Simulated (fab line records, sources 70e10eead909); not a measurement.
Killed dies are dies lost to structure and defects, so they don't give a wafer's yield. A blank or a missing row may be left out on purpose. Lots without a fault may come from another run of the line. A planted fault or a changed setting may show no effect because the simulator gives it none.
fab line records | flow nand_harc
record lots=7 wafers=21 last_day=23
route steps=1159 shown A_STAIRCASE@649
lots that met no fault: from a run of the same line without faults
start_h: hours from the record's first day to the start of the lot's first wafer shown | wait_h: hours since the lot's step before | " the same as in the row above | L1.1+2: a row that stands for several wafers | - no value, or no start given | * or withheld: withheld | < > ~ a bound
route shown NAME@n: a module of which the file shows steps, and the number in the route of the first | usual: mean/standard deviation of fault-free wafers | same: alike in all rows | chamber/n: place in a boat | sites: the reading at each site | _std_site: their standard deviation | _edge_site: outer sites' mean less inner sites' | radius_mm: how far each site lies from the wafer's centre | mask NAME#n: copy n | behind: the tool/chamber that last shaped the wafer | hold: why the lot was held/for how many hours/how that ended | device: the transistor (n, p or np) that didn't switch | end of line: the same wafers' tests at the end of the route | a step without rows: its recipe alone | killed: dies lost to structure and defects at the first sort, not the wafer's yield | map: a wafer's dies, x killed, . not, _ none there
set.NAME: the setting as run; set.NAME@STEP: as run at that earlier step | model.NAME: the simulator's own value behind a step, which no gauge read
lots at some steps of the route; a table a step, a row a wafer
services: from which hour (start_h, from the record's first day; less than 0 if before it) a tool's chamber was out of use, for how many hours, and why
## steps
# step NHARC_A_STAIRCASE_STRIP_255
# recipe time_s=900 temp_c=130 chemistry=SPM
# step NHARC_A_STAIRCASE_PRECLEAN_256
# recipe time_s=* temp_c=50 bath_age_min=0 chemistry=SC1
# step NHARC_A_STAIRCASE_SRD_257
# step NHARC_A_STAIRCASE_HM_DEP_456
# recipe target_thk_a=15000 temp_c=400 material=aC
# usual throttle_valve_pct=35.001/0.0096
# columns lot.wafer tool chamber start_h wait_h throttle_valve_pct
L699.1 acl_dep-02 0 262.94 - 35.018
L699.3 " 0 " " 34.995
L699.6 " 0 " " 35.023
L703.3 acl_dep-03 0 278.02 - 35.002
L703.4 " 0 " " 34.993
L703.5 " 0 " " 35.005
L710.1 acl_dep-01 0 320.53 - 34.998
L710.2 " 0 " " 35.004
L710.6 " 0 322.04 - 34.984
L709.4 acl_dep-02 0 338.12 - 34.985
L709.5 " 0 " " 34.996
L709.6 " 0 " " 35.019
L712.1 acl_dep-03 0 340.36 - 35.001
L712.2 " 0 " " 35.004
L712.5 " 0 " " 35.006
L711.2 acl_dep-01 0 341.22 - 35.012
L711.3 " 0 " " 35.020
L711.5 " 0 " " 35.001
L718.1 acl_dep-01 0 368.40 - 35.020
L718.3 " 0 " " 35.014
L718.4 " 0 " " 35.011
# step NHARC_A_STAIRCASE_DEP_259
# recipe target_thk_a=300 target_thk_nm=30 temp_c=400 pressure_torr=3.5 flow_sccm=200 rf_w=350 material=SiON
# usual chamber_pressure_Torr=3.500/0.0077 heater_power_w=791/59
# columns lot.wafer tool chamber start_h wait_h chamber_pressure_Torr heater_power_w
L699.3 pecvd-04 2 264.83 1.0 3.494 898
L699.1 " 1 " " 3.486 903
L699.6 " 0 " " 3.504 832
L703.3 pecvd-04 1 279.34 1.0 3.493 861
L703.4 " 1 " " 3.499 862
L703.5 " 0 " " 3.501 761
L710.1 pecvd-04 2 322.40 1.6 3.495 806
L710.2 " 0 " " 3.491 783
L710.6 " 1 " " 3.510 898
L709.6 pecvd-01 1 339.17 0.1 3.509 728
L709.4 " 2 " " 3.501 721
L709.5 " 0 " " 3.497 755
L712.1 pecvd-04 2 342.33 1.7 3.500 800
L712.2 " 0 " " 3.500 838
L712.5 " 1 " " 3.508 806
L711.2 pecvd-04 0 342.78 1.3 3.507 811
L711.3 " 1 " " 3.496 760
L711.5 " 0 " " 3.498 808
L718.1 pecvd-02 2 370.28 1.6 3.508 771
L718.3 " 0 " " 3.498 726
L718.4 " 2 " " 3.506 743
# step NHARC_A_STAIRCASE_DEHYDRATE_281
# recipe temp_c=150 time_s=120
# step NHARC_A_STAIRCASE_HMDS_282
# recipe time_s=30
# step NHARC_A_STAIRCASE_COAT_283
# recipe spin_rpm=1200
# step NHARC_A_STAIRCASE_SOFTBAKE_284
# recipe temp_c=135 time_s=170
# step NHARC_A_STAIRCASE_EBR_285
# step NHARC_A_STAIRCASE_EXPOSE_286
# recipe na=0.5 dose_mj=25.01 mask_id=CHOP_100
# step NHARC_A_STAIRCASE_PEB_287
# recipe peb_temp_c=115 peb_time_s=130
# step NHARC_A_STAIRCASE_DEVELOP_288
# recipe time_s=140
# usual chill_plate_temp_C=22.99/0.096 exhaust_pa=45.0/0.83
# columns lot.wafer tool chamber start_h wait_h chill_plate_temp_C exhaust_pa
L699.1 litho_track-05 0 265 - 23.06 45.6
L699.3 " 0 " " 22.88 45.0
L699.6 " 0 " " 22.96 45.3
L703.3 litho_track-02 0 280 - 22.99 44.7
L703.4 " 0 " " 22.79 43.9
L703.5 " 0 " " 23.01 43.8
L710.1 litho_track-03 - 323 - - -
L710.2 " - " " - -
L710.6 " - " " - -
L709.4 litho_track-05 - 339 - - -
L709.5 " - " " - -
L709.6 " - " " - -
L712.1 litho_track-05 - 342 - - -
L712.2 " - " " - -
L712.5 " - " " - -
L711.2 litho_track-05 0 343 - 22.97 43.2
L711.3 " 0 " " 23.05 45.1
L711.5 " 0 " " 22.91 45.4
L718.1 litho_track-03 0 370 - 23.09 43.7
L718.3 " 0 " " 23.07 44.6
L718.4 " 0 " " 23.16 43.9
## services
# columns tool chamber start_h hours kind
pecvd-01 0 250.02 - clean
pecvd-01 1 250.02 - clean
pecvd-01 2 250.02 - clean
pecvd-04 2 284.33 4.0 repair
pecvd-04 0 291.34 4.0 repair
acl_dep-01 - 293.25 13.0 pm
pecvd-04 - 311.58 1.2 repair
litho_track-02 - 320.47 - consumable_replace:filter
pecvd-02 - 334.56 13.0 pm
pecvd-02 0 334.56 13.0 vent_cycle
pecvd-02 1 334.56 13.0 vent_cycle
pecvd-02 2 334.56 13.0 vent_cycle
litho_track-02 - 340.02 7.0 pm
pecvd-02 0 347.56 - clean
pecvd-02 1 347.56 - clean
pecvd-02 2 347.56 - clean
acl_dep-02 - 348.72 13.0 pm
## key
first_sign step=NHARC_A_STAIRCASE_DEVELOP_288 reading=tool_record direction=missing
effect none on later readings
met_at NHARC_A_STAIRCASE_DEVELOP_288
struck_wafers L709.4,L709.5,L709.6,L710.1,L710.2,L710.6,L712.1,L712.2,L712.5
later_rows_left_out L709.4,L709.5,L709.6,L710.1,L710.2,L710.6,L712.1,L712.2,L712.5
sort_left_out L709.4,L709.5,L709.6,L710.1,L710.2,L710.6,L712.1,L712.2,L712.5
tester_left_out L709,L710,L712
onset_between 265 323
fault kind=skipped_step_whole tool=litho_track-03,litho_track-05 chamber=- onset_h=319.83 steps=NHARC_A_STAIRCASE_DEVELOP_288 scope=struck_lots_only
# tester_left_out: of these lots the tester's yield and bins aren't shown, on N5 and GAA mostly nor the transistor test; their killed dies are dies lost to structure and defects alone, not to doping, threshold or leakage, so they don't give the yield
# sort_left_out: the simulated sort isn't trusted on such a fault, so these wafers' sort isn't shown, and their yield isn't known
# later_rows_left_out: the simulator's readings of these wafers behind a module that went badly wrong aren't trusted and aren't shown, but for the sort
